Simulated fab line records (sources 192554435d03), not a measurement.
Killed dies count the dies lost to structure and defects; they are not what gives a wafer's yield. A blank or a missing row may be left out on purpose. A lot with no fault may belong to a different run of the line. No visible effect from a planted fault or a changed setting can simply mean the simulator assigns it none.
2 desks looking at one fault | flow n5Finfet | what lay behind the numbers comes last; until then each desk has only its own

THE TOOL OWNER'S DESK: aldSin-02
The tool's own readings at N5_FIN_SAQP_SPACER2_ALD_28 (deposits SiO2, target thk 8.1 nm, pulse time 1 s, purge time 2 s): means of the sampled wafers that have a number, for each lot that ran on this tool. If a lot's mean is further than 4 standard deviations from the usual mean, the lot is out of limits and carries the mark OUT (the distance appears in the brackets).
Columns: A = heaterPowerOuterW at N5_FIN_SAQP_SPACER2_ALD_28, usual 281 W; B = heaterPowerW at N5_FIN_SAQP_SPACER2_ALD_28, usual 499 W; C = precursorPulseHeightRel at N5_FIN_SAQP_SPACER2_ALD_28, usual 0.997
lot  | first seen here | A   | B   | C
L966 | day 2 19:55     | 297 | 526 | 1.011
L967 | day 3 00:28     | 310 | 541 | 0.997
L970 | day 3 19:08     | 291 | 519 | 1.006
L984 | day 7 07:57     | 306 | 530 | 1.000
L985 | day 7 13:14     | 302 | 522 | 1.004
L986 | day 7 20:13     | 294 | 525 | 0.977
This desk's finding: nothing out of limits on any of the 6 lots.

AT THE METROLOGY DESK
What the gauges read for every lot (on any tool): the sampled wafers with a number, averaged. If a lot's mean is further than 4 standard deviations from the usual mean, the lot is out of limits and carries the mark OUT (the distance appears in the brackets). Shown are 7 of the 18 readings it has, namely the first that went out of limits plus those furthest out on some lot.
Columns: A = cdNm at N5_FIN_SAQP_CD_MEAS_31, usual 8.07 nm; B = IOFF_N at N5_BEOL_M4_RC_MEAS_101, usual 0.154 nA/um; C = IOFF_N_85C at N5_BEOL_M4_RC_MEAS_101, usual 3.0 nA/um; D = IOFF_N_LIN at N5_BEOL_M4_RC_MEAS_101, usual 0.072 nA/um; E = IOFF_P at N5_BEOL_M4_RC_MEAS_101, usual 0.202 nA/um; F = IOFF_P_85C at N5_BEOL_M4_RC_MEAS_101, usual 3.5 nA/um; G = IOFF_P_LIN at N5_BEOL_M4_RC_MEAS_101, usual 0.095 nA/um
lot  | first seen here | A               | B               | C              | D               | E                | F              | G
L966 | day 2 20:26     | 8.97 (+4.3) OUT | 0.472 (+14) OUT | 7.3 (+12) OUT  | 0.170 (+12) OUT | 0.389 (+7.5) OUT | 6.0 (+7.2) OUT | 0.137 (+4.4) OUT
L967 | day 3 00:59     | 8.87            | 0.667 (+23) OUT | 9.3 (+18) OUT  | 0.222 (+18) OUT | 0.518 (+13) OUT  | 7.2 (+11) OUT  | 0.168 (+7.5) OUT
L970 | day 3 19:40     | 9.49 (+6.8) OUT | 0.982 (+38) OUT | 13.3 (+29) OUT | 0.315 (+29) OUT | 0.733 (+21) OUT  | 10.0 (+19) OUT | 0.229 (+14) OUT
L983 | day 7 03:25     | 8.11            | 0.181           | 3.4            | 0.081           | 0.229            | 3.9            | 0.104
L984 | day 7 08:29     | 8.08            | 0.200           | 3.8            | 0.085           | 0.252            | 4.1            | 0.114
L985 | day 7 13:45     | 7.99            | 0.136           | 2.8            | 0.066           | 0.202            | 3.5            | 0.099
L986 | day 7 20:46     | 8.17            | 0.178           | 3.4            | 0.082           | 0.208            | 3.6            | 0.097
This desk's verdict: out of limits on L966, L967, L970, starting with L966 at day 2 20:26 (cdNm at N5_FIN_SAQP_CD_MEAS_31). In limits: L983, L984, L985, L986.

PUT TOGETHER
L966, L967, L970 would have let the metrology desk raise an alarm at day 2 20:26.
Nothing out of limits was seen by the tool owner's desk.
On record at the tool owner's desk: L966, L967, L970, within its limits.
Every lot named ran N5_FIN_SAQP_SPACER2_ALD_28 on aldSin-02.

WHAT THE SIMULATOR PUT IN
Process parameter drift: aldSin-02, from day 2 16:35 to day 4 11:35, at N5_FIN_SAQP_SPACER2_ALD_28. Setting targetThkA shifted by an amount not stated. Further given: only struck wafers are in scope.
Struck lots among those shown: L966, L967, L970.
Time in hours between the start of the fault and the first out-of-limits reading at each desk: metrology desk, 4.
